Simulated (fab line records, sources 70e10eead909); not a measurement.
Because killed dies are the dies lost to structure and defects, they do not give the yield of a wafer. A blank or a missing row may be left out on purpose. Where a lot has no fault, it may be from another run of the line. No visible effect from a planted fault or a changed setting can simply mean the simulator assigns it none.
fab line records    flow nandHarc    part 2 of 2: steps 26 to 34 of 34
record lots=5  wafers=15  lastDay=24
route steps=1159 shown A_STAIRCASE@702
lots that met no fault: taken from a fault-free run of the same line
startH: hours from the record's first day to the start of the lot's first wafer shown    waitH: hours since the lot's step before    " unchanged from the row above    L1.1+2: several wafers, shown together as one row    - no value, or no start given    * or withheld: withheld    < > ~ a bound
route shown NAME@n: NAME is a module with steps in the file, n the number in the route of the first one    usual: the fault-free wafers' mean and standard deviation    same: alike in all rows    chamber/n: place in a boat    sites: the reading at each site    _std_site: standard deviation of those values    _edge_site: outer sites' mean less inner sites'    radiusMm: how far each site lies from the wafer's centre    mask NAME#n: copy n    behind: the last tool/chamber to shape the wafer    hold: what put the lot on hold/how long, in hours/how the hold closed    device: transistor that didn't switch, given as n, p or np    end of line: at the end of the route, the tests of the same wafers    where a step has no rows: the recipe by itself    killed: dies that structure and defects cost at the first sort, which is not the same as the wafer's yield    map: shows each die of a wafer: x if killed, . if not, _ if none is there
set.NAME: the setting that was run; set.NAME@STEP: the one run at that earlier step    model.NAME: the simulator's own value behind a step, which no gauge read
lots seen at some steps along the route; tables by step, rows by wafer
services: when a tool's chamber went out of use (startH, in hours from the record's first day, below 0 if earlier), for how many hours, and the reason
## steps
# step NHARC_A_STAIRCASE_SRD_449
lot.wafer   tool         chamber  startH  waitH
L080.6+1+5  wetBench-02  4,6,1    -       -
L082.2+6+3  wetBench-02  0,3,4    -       -
L089.3+6+1  wetBench-02  2,6,7    -       -
L092.2+5+6  wetBench-07  6,2,3    -       -
L096.5+2+3  wetBench-04  3,4,6    -       -
# step NHARC_A_STAIRCASE_CMP_450
# recipe targetThkNm=200  material=SiO2
# usual motorCurrentA=12.3/1.2  slurryFilterDpKPa=13.50/0.14
lot.wafer  tool    chamber  startH  waitH  motorCurrentA  slurryFilterDpKPa
L080.1     cmp-01  0        352.75  -      13.1           13.47
L080.5     "       3        "       "      10.9           13.52
L080.6     "       0        "       "      13.7           13.55
L082.2     cmp-01  0        353.35  -      13.5           13.53
L082.3     "       2        "       "      9.8            13.73
L082.6     "       0        "       "      13.4           13.32
L089.3     cmp-03  2        391.41  -      13.8           13.47
L089.1     "       3        "       "      12.5           13.48
L089.6     "       3        "       "      13.5           13.68
L092.2     cmp-03  0        417.18  -      13.3           13.51
L092.6     "       3        "       "      13.3           13.67
L092.5     "       0        "       "      12.6           13.36
L096.3     cmp-02  1        434.08  -      10.7           13.43
L096.2     "       2        "       "      12.9           13.22
L096.5     "       0        "       "      11.6           13.21
# step NHARC_A_STAIRCASE_CMP_152
# usual motorCurrentA=12.4/1.2  slurryFilterDpKPa=13.52/0.13
lot.wafer  tool    chamber  startH  waitH  motorCurrentA  slurryFilterDpKPa
L080.1     cmp-01  0        352.82  0.1    13.6           13.53
L080.5     "       3        "       "      11.2           13.47
L080.6     "       0        "       "      13.1           13.54
L082.2     cmp-01  0        353.43  0.1    12.8           13.64
L082.3     "       2        "       "      9.7            13.64
L082.6     "       0        "       "      12.9           13.50
L089.3     cmp-03  2        391.48  0.1    13.9           13.49
L089.1     "       3        "       "      13.8           13.76
L089.6     "       3        "       "      13.1           13.57
L092.2     cmp-03  0        417.26  0.1    13.9           13.59
L092.6     "       3        "       "      13.6           13.62
L092.5     "       0        "       "      13.2           13.41
L096.3     cmp-02  1        434.16  0.1    10.3           13.49
L096.2     "       2        "       "      12.7           13.62
L096.5     "       0        "       "      12.2           13.35
# step NHARC_A_STAIRCASE_SRD_154
lot.wafer   tool         chamber  startH  waitH
L080.1+5+6  wetBench-04  3,4,5    353.09  0.0
L082.3+6+2  wetBench-07  0,2,3    353.71  0.1
L089.1+3+6  wetBench-07  3,4,5    391.78  0.0
L092.2+6+5  wetBench-07  5,7,0    417.53  0.0
L096.2+5+3  wetBench-07  0,1,3    434.42  0.0
# step NHARC_A_STAIRCASE_ETCH_403
# recipe targetDepthA=1082  chemistry=dHF  material=SiO2
lot.wafer   tool         chamber  startH  waitH
L080.1+5+6  wetBench-04  3,4,5    353.12  0.0
L082.3+6+2  wetBench-07  0,2,3    353.74  0.0
L089.1+3+6  wetBench-07  3,4,5    391.80  0.0
L092.2+6+5  wetBench-07  5,7,0    417.56  0.0
L096.2+5+3  wetBench-07  0,1,3    434.44  0.0
# step NHARC_A_STAIRCASE_ETCHBACK_422
# recipe targetDepthA=400  overEtchFrac=0.3  timeS=74.286  ionEnergyEv=120  ch3fFlowSccm=50  o2FlowSccm=30  arFlowSccm=200  rfW=500  biasW=100  chemistry=CH3F/O2
# usual drypumpMotorCurrentA=5.57/0.25  oesProductAu=0.95/0.039  rfVppV=244.2/1.5  showerheadPlenumPTorr=2.45/0.11  throttleValvePct=20.662/0.0094
lot.wafer  tool        chamber  startH  waitH  drypumpMotorCurrentA  oesProductAu  rfHoursCounterH  rfVppV  showerheadPlenumPTorr  throttleValvePct
L080.1     rieDiel-08  1        353.29  0.2    5.43                  0.99          18               245.3   2.42                   20.645
L080.5     "           3        "       "      5.80                  0.99          -                241.8   2.30                   20.654
L080.6     "           0        "       "      5.81                  0.99          -                243.3   2.32                   20.662
L082.3     rieDiel-08  0        353.91  0.2    5.77                  0.92          18               244.2   2.32                   20.657
L082.2     "           1        "       "      5.44                  0.92          18               244.7   2.42                   20.666
L082.6     "           2        "       "      5.58                  0.92          -                245.5   2.53                   20.653
L089.3     rieDiel-01  0        391.96  0.1    5.55                  0.93          25               243.5   2.44                   20.657
L089.1     "           3        "       "      5.00                  0.93          16               245.6   2.53                   20.672
L089.6     "           1        "       "      5.64                  0.94          -                247.3   2.62                   20.662
L092.2     rieDiel-08  1        417.76  0.2    5.43                  0.93          42               243.6   2.41                   20.666
L092.5     "           2        "       "      5.55                  0.93          -                245.3   2.52                   20.667
L092.6     "           3        "       "      5.80                  0.92          -                241.9   2.29                   20.657
L096.3     rieDiel-08  0        434.62  0.2    5.82                  0.91          51               243.6   2.31                   20.668
L096.2     "           1        "       "      5.40                  0.92          49               243.4   2.41                   20.660
L096.5     "           3        "       "      5.77                  0.91          -                242.6   2.29                   20.649
# step NHARC_A_STAIRCASE_ETCH_423
# recipe targetDepthA=300  chemistry=dHF  material=SiO2
lot.wafer   tool         chamber  startH  waitH
L080.1+6+5  wetBench-07  2,3,6    353.43  0.1
L082.3+2+6  wetBench-07  3,5,6    354.06  0.1
L089.1+3+6  wetBench-07  1,2,5    392.13  0.1
L092.5+6+2  wetBench-02  0,1,2    417.92  0.1
L096.2+3+5  wetBench-07  2,4,5    434.78  0.1
# step NHARC_A_STAIRCASE_ETCHBACK_157
# recipe targetDepthA=900  overEtchFrac=0.3  timeS=167.14  ionEnergyEv=120  ch3fFlowSccm=50  o2FlowSccm=30  arFlowSccm=200  rfW=500  biasW=100  chemistry=CH3F/O2
# usual drypumpMotorCurrentA=5.57/0.26  oesProductAu=0.96/0.036  rfVppV=244.3/1.6  showerheadPlenumPTorr=2.46/0.1  throttleValvePct=20.663/0.0092
lot.wafer  tool        chamber  startH  waitH  drypumpMotorCurrentA  oesProductAu  rfHoursCounterH  rfVppV  showerheadPlenumPTorr  throttleValvePct
L080.1     rieDiel-09  1        353.68  0.2    5.60                  0.92          36               244.9   2.45                   20.659
L080.6     "           2        "       "      5.58                  0.92          -                242.9   2.34                   20.652
L080.5     "           3        "       "      6.04                  0.93          -                245.5   2.52                   20.660
L082.2     rieDiel-08  1        354.24  0.1    5.41                  0.94          18               244.9   2.42                   20.658
L082.3     "           2        "       "      5.57                  0.94          18               244.3   2.53                   20.676
L082.6     "           1        "       "      5.43                  0.94          -                243.2   2.42                   20.683
L089.3     rieDiel-09  2        392.33  0.2    5.59                  0.92          46               243.2   2.34                   20.643
L089.1     "           3        "       "      6.04                  0.92          53               244.5   2.51                   20.666
L089.6     "           2        "       "      5.59                  0.92          -                242.2   2.34                   20.670
L092.2     rieDiel-08  2        418.13  0.2    5.56                  0.98          39               245.4   2.52                   20.658
L092.6     "           1        "       "      5.42                  0.98          -                245.8   2.41                   20.667
L092.5     "           2        "       "      5.56                  0.98          -                245.9   2.52                   20.666
L096.2     rieDiel-08  0        435.02  0.2    5.80                  0.97          51               241.9   2.31                   20.644
L096.3     "           3        "       "      5.80                  0.97          50               241.5   2.29                   20.650
L096.5     "           0        "       "      5.81                  0.97          -                242.4   2.31                   20.669
# step NHARC_A_STAIRCASE_STRIP_475
# recipe timeS=20  o2FlowSccm=500  arFlowSccm=0  biasW=0  chemistry=O2
# usual drypumpMotorCurrentA=5.57/0.26  oesProductAu=0.998/0.0068  rfVppV=57.7/0.9  showerheadPlenumPTorr=3.52/0.14  throttleValvePct=17.037/0.01
lot.wafer  tool        chamber  startH  waitH  drypumpMotorCurrentA  oesProductAu  rfHoursCounterH  rfVppV  showerheadPlenumPTorr  throttleValvePct
L080.1     rieDiel-09  0        -       -      4.96                  0.994         36               58.6    3.44                   17.036
L080.5     "           1        "       "      5.60                  0.992         -                57.2    3.52                   17.019
L080.6     "           2        "       "      5.64                  0.983         -                57.0    3.37                   17.020
L082.3     rieDiel-08  2        -       -      5.56                  0.993         18               57.3    3.63                   17.038
L082.2     "           3        "       "      5.80                  0.996         17               56.5    3.31                   17.044
L082.6     "           1        "       "      5.38                  1.002         -                58.0    3.47                   17.030
L089.3     rieDiel-09  3        -       -      6.04                  0.987         53               57.1    3.60                   17.040
L089.1     "           1        "       "      5.60                  0.999         54               59.2    3.51                   17.045
L089.6     "           0        "       "      4.96                  1.004         -                57.3    3.43                   17.029
L092.2     rieDiel-08  3        -       -      5.78                  0.983         44               57.5    3.29                   17.033
L092.6     "           2        "       "      5.60                  0.988         -                58.1    3.61                   17.041
L092.5     "           3        "       "      5.80                  0.991         -                56.8    3.29                   17.032
L096.2     rieDiel-08  3        -       -      5.78                  0.992         50               56.0    3.29                   17.043
L096.3     "           1        "       "      5.44                  1.005         49               58.6    3.46                   17.026
L096.5     "           3        "       "      5.78                  0.999         -                58.1    3.29                   17.041
## services
tool           chamber  startH  hours  kind
pecvd-03       -        292.26  13.0   pm
rieDiel-09     2        295.60  8.1    repair
cmp-01         -        296.99  1.3    repair
furnace-02     -        297.06  2.7    repair
rieDiel-08     -        301.88  9.0    pm
cmp-01         -        305.39  2.3    repair
rieDiel-01     2        306.60  9.9    repair
cmp-01         -        321.40  0.8    repair
wetBench-04    -        339.20  8.0    pm
lithoTrack-02  -        340.00  7.0    pm
krfScanner-03  -        340.24  4.0    pm
cmp-03         -        350.55  5.3    repair
wetBench-02    -        356.00  8.0    pm
cmp-03         -        362.78  4.2    repair
lithoTrack-07  -        364.00  7.0    pm
wetBench-02    -        371.97  0.9    repair
furnace-02     -        374.15  7.4    repair
cmp-01         -        375.50  4.0    pm
pecvd-04       -        376.00  13.0   pm
lithoTrack-03  -        388.00  7.0    pm
pecvd-01       2        401.50  17.3   repair
furnace-05     -        406.74  26.0   pm
pecvd-01       -        418.21  13.0   pm
rieDiel-09     -        432.00  9.0    pm
